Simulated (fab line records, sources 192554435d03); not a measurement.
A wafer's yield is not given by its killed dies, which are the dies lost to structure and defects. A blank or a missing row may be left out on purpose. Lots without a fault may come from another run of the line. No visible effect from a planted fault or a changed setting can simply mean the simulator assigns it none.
The tool behind it: which one? / flow n5_finfet / 9 lots with 27 wafers sampled at 5 steps, on a route of 1938 steps

== WHAT EACH GAUGE READ, for each wafer ==
N5_BEOL_M4_RC_MEAS_101.
lot=L416; measured=day 9 02:45; on=prober-01; CJ_N=4.25 4.30 4.34; DIBL_N (mV/V)=35.1 34.0 35.6; DIBL_P (mV/V)=36.3 34.5 37.5; IOFF_N (nA/um)=0.140 0.123 0.162; IOFF_N_85C (nA/um)=2.7 2.4 3.0; IOFF_N_LIN (nA/um)=0.065 0.058 0.073; IOFF_N_LONG (nA/um)=5.22e-05 5.22e-05 5.39e-05; IOFF_P (nA/um)=0.184 0.166 0.199; ION_N (uA/um)=657 662 678; ION_P (uA/um)=452 454 459; REXT_N (ohm.um)=76.5 76.1 75.9; SS_N (mV/dec)=71.0 71.6 71.6; SS_P (mV/dec)=72.7 72.7 73.4; VT_N (mV)=250.2 251.7 249.5; VT_N_LVT (mV)=101.5 104.9 99.8; VT_P (mV)=-253.4 -255.6 -253.3
lot=L421; measured=day 10 09:23; on=prober-02; CJ_N=3.84 3.80 3.90; DIBL_N (mV/V)=23.1 25.0 24.4; DIBL_P (mV/V)=35.5 37.5 36.6; IOFF_N (nA/um)=0.036 0.044 0.040; IOFF_N_85C (nA/um)=0.9 1.1 1.0; IOFF_N_LIN (nA/um)=0.023 0.027 0.025; IOFF_N_LONG (nA/um)=4.62e-05 4.69e-05 4.6e-05; IOFF_P (nA/um)=0.198 0.229 0.215; ION_N (uA/um)=515 520 517; ION_P (uA/um)=457 464 458; REXT_N (ohm.um)=156.2 158.5 156.4; SS_N (mV/dec)=69.1 69.5 69.3; SS_P (mV/dec)=72.5 73.4 73.4; VT_N (mV)=275.9 272.3 274.0; VT_N_LVT (mV)=124.5 123.1 123.8; VT_P (mV)=-248.4 -248.3 -249.8
lot=L422; measured=day 10 18:01; on=prober-01; CJ_N=4.03 4.04 3.98; DIBL_N (mV/V)=24.9 24.5 26.3; DIBL_P (mV/V)=37.7 37.2 39.5; IOFF_N (nA/um)=0.044 0.042 0.053; IOFF_N_85C (nA/um)=1.0 1.0 1.2; IOFF_N_LIN (nA/um)=0.026 0.026 0.031; IOFF_N_LONG (nA/um)=4.93e-05 5.02e-05 5.01e-05; IOFF_P (nA/um)=0.219 0.210 0.248; ION_N (uA/um)=529 524 528; ION_P (uA/um)=464 464 465; REXT_N (ohm.um)=149.0 149.7 150.2; SS_N (mV/dec)=69.4 69.9 70.6; SS_P (mV/dec)=73.4 73.6 75.0; VT_N (mV)=271.7 272.1 267.8; VT_N_LVT (mV)=118.7 118.5 115.5; VT_P (mV)=-248.6 -251.2 -247.5
lot=L426; measured=day 11 07:54; on=prober-02; CJ_N=4.48 4.40 4.47; DIBL_N (mV/V)=37.8 36.2 37.2; DIBL_P (mV/V)=36.6 35.0 35.5; IOFF_N (nA/um)=0.164 0.148 0.161; IOFF_N_85C (nA/um)=3.1 2.9 3.1; IOFF_N_LIN (nA/um)=0.076 0.070 0.073; IOFF_N_LONG (nA/um)=5.47e-05 5.5e-05 5.39e-05; IOFF_P (nA/um)=0.201 0.183 0.202; ION_N (uA/um)=673 663 663; ION_P (uA/um)=456 451 451; REXT_N (ohm.um)=76.1 77.1 76.8; SS_N (mV/dec)=71.4 71.5 72.0; SS_P (mV/dec)=73.5 73.3 73.1; VT_N (mV)=248.8 250.9 250.2; VT_N_LVT (mV)=97.6 99.2 99.5; VT_P (mV)=-251.1 -253.0 -249.0
lot=L427; measured=day 11 14:11; on=prober-02; CJ_N=4.20 4.23 4.24; DIBL_N (mV/V)=36.5 37.9 38.2; DIBL_P (mV/V)=37.6 39.0 39.6; IOFF_N (nA/um)=0.160 0.177 0.188; IOFF_N_85C (nA/um)=3.0 3.3 3.5; IOFF_N_LIN (nA/um)=0.074 0.080 0.082; IOFF_N_LONG (nA/um)=5.38e-05 5.45e-05 5.4e-05; IOFF_P (nA/um)=0.190 0.217 0.213; ION_N (uA/um)=662 671 659; ION_P (uA/um)=452 462 452; REXT_N (ohm.um)=76.1 75.7 75.5; SS_N (mV/dec)=71.1 71.5 72.3; SS_P (mV/dec)=73.3 73.3 73.2; VT_N (mV)=250.8 249.7 244.9; VT_N_LVT (mV)=95.5 94.1 93.3; VT_P (mV)=-252.2 -253.4 -249.8
lot=L428; measured=day 11 14:03; on=prober-01; CJ_N=4.35 4.39 4.35; DIBL_N (mV/V)=37.2 36.6 36.7; DIBL_P (mV/V)=36.8 36.3 36.4; IOFF_N (nA/um)=0.174 0.165 0.160; IOFF_N_85C (nA/um)=3.3 3.1 3.0; IOFF_N_LIN (nA/um)=0.078 0.074 0.072; IOFF_N_LONG (nA/um)=5.55e-05 5.55e-05 5.41e-05; IOFF_P (nA/um)=0.223 0.218 0.224; ION_N (uA/um)=675 671 678; ION_P (uA/um)=460 460 467; REXT_N (ohm.um)=77.0 76.3 77.1; SS_N (mV/dec)=72.2 71.4 72.6; SS_P (mV/dec)=73.9 73.3 73.4; VT_N (mV)=251.4 248.3 253.3; VT_N_LVT (mV)=99.8 101.1 101.9; VT_P (mV)=-249.7 -249.7 -249.6
lot=L431; measured=day 12 18:50; on=prober-02; CJ_N=4.32 4.34 4.42; DIBL_N (mV/V)=35.7 35.6 35.6; DIBL_P (mV/V)=36.6 36.9 36.2; IOFF_N (nA/um)=0.176 0.173 0.174; IOFF_N_85C (nA/um)=3.5 3.4 3.4; IOFF_N_LIN (nA/um)=0.084 0.083 0.080; IOFF_N_LONG (nA/um)=5.89e-05 5.87e-05 6e-05; IOFF_P (nA/um)=0.214 0.209 0.202; ION_N (uA/um)=678 675 682; ION_P (uA/um)=460 461 459; REXT_N (ohm.um)=77.7 78.3 77.4; SS_N (mV/dec)=71.9 72.3 72.5; SS_P (mV/dec)=73.4 73.1 73.6; VT_N (mV)=248.0 249.2 247.9; VT_N_LVT (mV)=95.4 97.6 97.0; VT_P (mV)=-253.1 -250.9 -251.1
lot=L432; measured=day 12 16:58; on=prober-01; CJ_N=4.30 4.34 4.35; DIBL_N (mV/V)=33.7 32.4 34.8; DIBL_P (mV/V)=35.5 33.5 36.5; IOFF_N (nA/um)=0.131 0.114 0.151; IOFF_N_85C (nA/um)=2.7 2.4 3.0; IOFF_N_LIN (nA/um)=0.064 0.056 0.070; IOFF_N_LONG (nA/um)=5.68e-05 5.77e-05 5.71e-05; IOFF_P (nA/um)=0.181 0.160 0.200; ION_N (uA/um)=664 662 660; ION_P (uA/um)=458 455 454; REXT_N (ohm.um)=75.6 75.0 74.3; SS_N (mV/dec)=71.2 71.1 70.9; SS_P (mV/dec)=72.7 72.2 73.3; VT_N (mV)=252.4 254.5 249.7; VT_N_LVT (mV)=102.4 104.2 100.1; VT_P (mV)=-252.3 -253.9 -249.8
lot=L434; measured=day 12 22:19; on=prober-02; CJ_N=4.59 4.49 4.56; DIBL_N (mV/V)=38.6 36.9 39.0; DIBL_P (mV/V)=37.3 36.2 37.4; IOFF_N (nA/um)=0.201 0.162 0.196; IOFF_N_85C (nA/um)=3.7 3.1 3.6; IOFF_N_LIN (nA/um)=0.085 0.074 0.083; IOFF_N_LONG (nA/um)=5.85e-05 5.84e-05 5.87e-05; IOFF_P (nA/um)=0.240 0.213 0.229; ION_N (uA/um)=679 664 666; ION_P (uA/um)=465 454 460; REXT_N (ohm.um)=74.2 75.8 75.2; SS_N (mV/dec)=71.2 70.9 71.8; SS_P (mV/dec)=73.5 73.0 73.7; VT_N (mV)=245.6 249.2 246.6; VT_N_LVT (mV)=94.8 97.7 96.4; VT_P (mV)=-246.5 -248.0 -249.1

== WHAT TOOL EACH LOT RAN ON (gives the tool, then ch and the chambers of the sampled wafers, and finally the start) ==
lot=L416; N5_SD_EPI_N_ETCH_16=rie_diel-03 ch 0,1,3, day 3 16:06; N5_SD_EPI_N_STRIP_38=plasma_asher-01 ch 0,1, day 3 16:16; N5_SD_EPI_N_VAPOR_ETCH_50=epi_rpcvd-02 ch 0, day 3 16:59; N5_SD_EPI_N_LINER_46=ald_sin-02 ch 1,2,3, day 3 19:11
lot=L421; N5_SD_EPI_N_ETCH_16=rie_diel-01 ch 0,1,3, day 4 21:01; N5_SD_EPI_N_STRIP_38=plasma_asher-01 ch 1, day 4 21:11; N5_SD_EPI_N_VAPOR_ETCH_50=epi_rpcvd-03, day 4 21:55; N5_SD_EPI_N_LINER_46=ald_sin-04 ch 0,2, day 5 00:39
lot=L422; N5_SD_EPI_N_ETCH_16=rie_diel-03 ch 1,2, day 5 06:25; N5_SD_EPI_N_STRIP_38=plasma_asher-02 ch 0,1, day 5 06:35; N5_SD_EPI_N_VAPOR_ETCH_50=epi_rpcvd-03, day 5 07:22; N5_SD_EPI_N_LINER_46=ald_sin-04 ch 2,3, day 5 09:31
lot=L426; N5_SD_EPI_N_ETCH_16=rie_diel-04 ch 1,2,3, day 6 06:16; N5_SD_EPI_N_STRIP_38=plasma_asher-02 ch 0,1, day 6 06:26; N5_SD_EPI_N_VAPOR_ETCH_50=epi_rpcvd-02 ch 0, day 6 08:45; N5_SD_EPI_N_LINER_46=ald_sin-02 ch 0,3, day 6 12:20
lot=L427; N5_SD_EPI_N_ETCH_16=rie_diel-04 ch 0,2,3, day 6 09:35; N5_SD_EPI_N_STRIP_38=plasma_asher-01 ch 0,1, day 6 09:45; N5_SD_EPI_N_VAPOR_ETCH_50=epi_rpcvd-03 ch 0, day 6 10:38; N5_SD_EPI_N_LINER_46=ald_sin-02 ch 1,2,3, day 6 13:26
lot=L428; N5_SD_EPI_N_ETCH_16=rie_diel-01 ch 1,2, day 6 13:37; N5_SD_EPI_N_STRIP_38=plasma_asher-02 ch 0,1, day 6 13:48; N5_SD_EPI_N_VAPOR_ETCH_50=epi_rpcvd-03 ch 0, day 6 14:52; N5_SD_EPI_N_LINER_46=ald_sin-02 ch 0,3, day 6 17:41
lot=L431; N5_SD_EPI_N_ETCH_16=rie_diel-04 ch 1,2, day 7 13:59; N5_SD_EPI_N_STRIP_38=plasma_asher-01 ch 0,1, day 7 14:10; N5_SD_EPI_N_VAPOR_ETCH_50=epi_rpcvd-04 ch 0, day 7 15:09; N5_SD_EPI_N_LINER_46=ald_sin-04 ch 0,1,3, day 7 18:47
lot=L432; N5_SD_EPI_N_ETCH_16=rie_diel-04 ch 2,3, day 7 16:14; N5_SD_EPI_N_STRIP_38=plasma_asher-02 ch 0,1, day 7 16:24; N5_SD_EPI_N_VAPOR_ETCH_50=epi_rpcvd-03 ch 0, day 7 17:30; N5_SD_EPI_N_LINER_46=ald_sin-02 ch 0,1,2, day 7 20:19
lot=L434; N5_SD_EPI_N_ETCH_16=rie_diel-04 ch 1,2, day 8 05:41; N5_SD_EPI_N_STRIP_38=plasma_asher-02 ch 0, day 8 05:50; N5_SD_EPI_N_VAPOR_ETCH_50=epi_rpcvd-03 ch 0, day 8 06:43; N5_SD_EPI_N_LINER_46=ald_sin-01 ch 1,2,3, day 8 09:43
- N5_SD_EPI_N_ETCH_16: etches SiO2 in CHF3/O2, target depth 5 nm.
- N5_SD_EPI_N_STRIP_38: strips in N2/H2.
- N5_SD_EPI_N_VAPOR_ETCH_50: etches Si in HCl, time 54 s.
- N5_SD_EPI_N_LINER_46: material SiNx, target thk 3 nm.

== AS READ BY THE TOOLS THEMSELVES (means over the sampled wafers that have a number; for cases with no such wafer, the mark the record gives instead) ==
N5_SD_EPI_N_ETCH_16.
lot=L416; tool=rie_diel-03; CHF3_flow_sccm (sccm)=50.06; O2_flow_sccm (sccm)=5.006; drypump_motor_current_A (A)=5.9; oes_ar_750_au (a.u.)=0.72; oes_product_au (a.u.)=0.72; rf_vpp_V (V)=525; showerhead_plenum_p_Torr (Torr)=2.42; throttle_valve_pct (%)=18.97
lot=L421; tool=rie_diel-01; CHF3_flow_sccm (sccm)=49.96; O2_flow_sccm (sccm)=5.000; drypump_motor_current_A (A)=6.4; oes_ar_750_au (a.u.)=0.87; oes_product_au (a.u.)=0.88; rf_vpp_V (V)=526; showerhead_plenum_p_Torr (Torr)=2.48; throttle_valve_pct (%)=18.99
lot=L422; tool=rie_diel-03; CHF3_flow_sccm (sccm)=49.90; O2_flow_sccm (sccm)=5.003; drypump_motor_current_A (A)=5.9; oes_ar_750_au (a.u.)=0.71; oes_product_au (a.u.)=0.71; rf_vpp_V (V)=526; showerhead_plenum_p_Torr (Torr)=2.39; throttle_valve_pct (%)=19.13
lot=L426; tool=rie_diel-04; CHF3_flow_sccm (sccm)=49.95; O2_flow_sccm (sccm)=5.007; drypump_motor_current_A (A)=5.6; oes_ar_750_au (a.u.)=0.75; oes_product_au (a.u.)=0.74; rf_vpp_V (V)=519; showerhead_plenum_p_Torr (Torr)=2.43; throttle_valve_pct (%)=19.07
lot=L427; tool=rie_diel-04; CHF3_flow_sccm (sccm)=50.07; O2_flow_sccm (sccm)=5.001; drypump_motor_current_A (A)=5.5; oes_ar_750_au (a.u.)=0.72; oes_product_au (a.u.)=0.71; rf_vpp_V (V)=519; showerhead_plenum_p_Torr (Torr)=2.39; throttle_valve_pct (%)=19.00
lot=L428; tool=rie_diel-01; CHF3_flow_sccm (sccm)=50.19; O2_flow_sccm (sccm)=5.011; drypump_motor_current_A (A)=6.4; oes_ar_750_au (a.u.)=0.75; oes_product_au (a.u.)=0.75; rf_vpp_V (V)=525; showerhead_plenum_p_Torr (Torr)=2.41; throttle_valve_pct (%)=19.02
lot=L431; tool=rie_diel-04; CHF3_flow_sccm (sccm)=50.03; O2_flow_sccm (sccm)=5.010; drypump_motor_current_A (A)=5.3; oes_ar_750_au (a.u.)=0.75; oes_product_au (a.u.)=0.75; rf_vpp_V (V)=518; showerhead_plenum_p_Torr (Torr)=2.43; throttle_valve_pct (%)=19.17
lot=L432; tool=rie_diel-04; CHF3_flow_sccm (sccm)=50.03; O2_flow_sccm (sccm)=5.009; drypump_motor_current_A (A)=5.4; oes_ar_750_au (a.u.)=0.73; oes_product_au (a.u.)=0.71; rf_vpp_V (V)=513; showerhead_plenum_p_Torr (Torr)=2.39; throttle_valve_pct (%)=19.13
lot=L434; tool=rie_diel-04; CHF3_flow_sccm (sccm)=50.08; O2_flow_sccm (sccm)=4.995; drypump_motor_current_A (A)=5.4; oes_ar_750_au (a.u.)=0.75; oes_product_au (a.u.)=0.75; rf_vpp_V (V)=517; showerhead_plenum_p_Torr (Torr)=2.43; throttle_valve_pct (%)=19.17

N5_SD_EPI_N_STRIP_38.
lot=L416; tool=plasma_asher-01; drypump_motor_current_A (A)=5.84; heater_power_w (W)=326; oes_product_au (a.u.)=0.761
lot=L421; tool=plasma_asher-01; drypump_motor_current_A (A)=5.82; heater_power_w (W)=306; oes_product_au (a.u.)=0.752
lot=L422; tool=plasma_asher-02; drypump_motor_current_A (A)=5.83; heater_power_w (W)=360; oes_product_au (a.u.)=0.757
lot=L426; tool=plasma_asher-02; drypump_motor_current_A (A)=5.84; heater_power_w (W)=384; oes_product_au (a.u.)=0.757
lot=L427; tool=plasma_asher-01; drypump_motor_current_A (A)=5.82; heater_power_w (W)=346; oes_product_au (a.u.)=0.757
lot=L428; tool=plasma_asher-02; drypump_motor_current_A (A)=5.81; heater_power_w (W)=356; oes_product_au (a.u.)=0.765
lot=L431; tool=plasma_asher-01; drypump_motor_current_A (A)=5.87; heater_power_w (W)=326; oes_product_au (a.u.)=0.766
lot=L432; tool=plasma_asher-02; drypump_motor_current_A (A)=5.83; heater_power_w (W)=353; oes_product_au (a.u.)=0.757
lot=L434; tool=plasma_asher-02; drypump_motor_current_A (A)=5.88; heater_power_w (W)=407; oes_product_au (a.u.)=0.759

N5_SD_EPI_N_VAPOR_ETCH_50.
lot=L416; tool=epi_rpcvd-02; chamber_pressure_Torr (Torr)=20.00; lamp_inner_pct (%)=20.5; throttle_valve_pct (%)=11.4
lot=L421; tool=epi_rpcvd-03; chamber_pressure_Torr (Torr)=-; lamp_inner_pct (%)=-; throttle_valve_pct (%)=-
lot=L422; tool=epi_rpcvd-03; chamber_pressure_Torr (Torr)=-; lamp_inner_pct (%)=-; throttle_valve_pct (%)=-
lot=L426; tool=epi_rpcvd-02; chamber_pressure_Torr (Torr)=20.03; lamp_inner_pct (%)=20.3; throttle_valve_pct (%)=11.4
lot=L427; tool=epi_rpcvd-03; chamber_pressure_Torr (Torr)=20.04; lamp_inner_pct (%)=22.2; throttle_valve_pct (%)=12.1
lot=L428; tool=epi_rpcvd-03; chamber_pressure_Torr (Torr)=20.04; lamp_inner_pct (%)=22.1; throttle_valve_pct (%)=11.9
lot=L431; tool=epi_rpcvd-04; chamber_pressure_Torr (Torr)=19.99; lamp_inner_pct (%)=20.5; throttle_valve_pct (%)=12.0
lot=L432; tool=epi_rpcvd-03; chamber_pressure_Torr (Torr)=20.01; lamp_inner_pct (%)=22.2; throttle_valve_pct (%)=12.0
lot=L434; tool=epi_rpcvd-03; chamber_pressure_Torr (Torr)=19.98; lamp_inner_pct (%)=22.3; throttle_valve_pct (%)=12.0

N5_SD_EPI_N_LINER_46.
lot=L416; tool=ald_sin-02; heater_power_w (W)=876
lot=L421; tool=ald_sin-04; heater_power_w (W)=893
lot=L422; tool=ald_sin-04; heater_power_w (W)=821
lot=L426; tool=ald_sin-02; heater_power_w (W)=946
lot=L427; tool=ald_sin-02; heater_power_w (W)=884
lot=L428; tool=ald_sin-02; heater_power_w (W)=931
lot=L431; tool=ald_sin-04; heater_power_w (W)=801
lot=L432; tool=ald_sin-02; heater_power_w (W)=894
lot=L434; tool=ald_sin-01; heater_power_w (W)=791

== THE ANSWER, worked out from the rows above alone ==
Rule: what is usual is taken from the lots themselves. The widest of any qualifying gaps counts: lots, ordered by their means at a reading, are off when they make up no more than a third of the lots, leave a main group of 4 or more, and stand apart from it by 3 or more times the standard deviation of that group's means. A main group whose means are all the same, to the digits that the tables above print for the reading, isn't used. A lot without any number at a reading at which 4 lots or more have one is off too. The other lots that the step has rows for count as sound. After the gauges, taken in route order, come the tools' own readings; for these a lot's mean is taken, as printed above. The first step at which some lot is off is used, and at that step the reading that is off furthest; a lot without a number counts as furthest.
Off: L421, L422, at N5_BEOL_M4_RC_MEAS_101 (REXT_N). The main group: mean 76.2 ohm.um, standard deviation 0.94.
If a tool, at a process step before that reading, ran all the lots that are off and no sound lot after the first of them, it fits. The gauges at N5_BEOL_M4_RC_MEAS_101 aren't tried: what is off there is off at N5_SD_EPI_N_VAPOR_ETCH_50 too, on other tools, and a gauge's error can't cause that. Not one of the candidates tried fits.

== WHAT HAD BEEN PUT IN BY THE SIMULATOR ==
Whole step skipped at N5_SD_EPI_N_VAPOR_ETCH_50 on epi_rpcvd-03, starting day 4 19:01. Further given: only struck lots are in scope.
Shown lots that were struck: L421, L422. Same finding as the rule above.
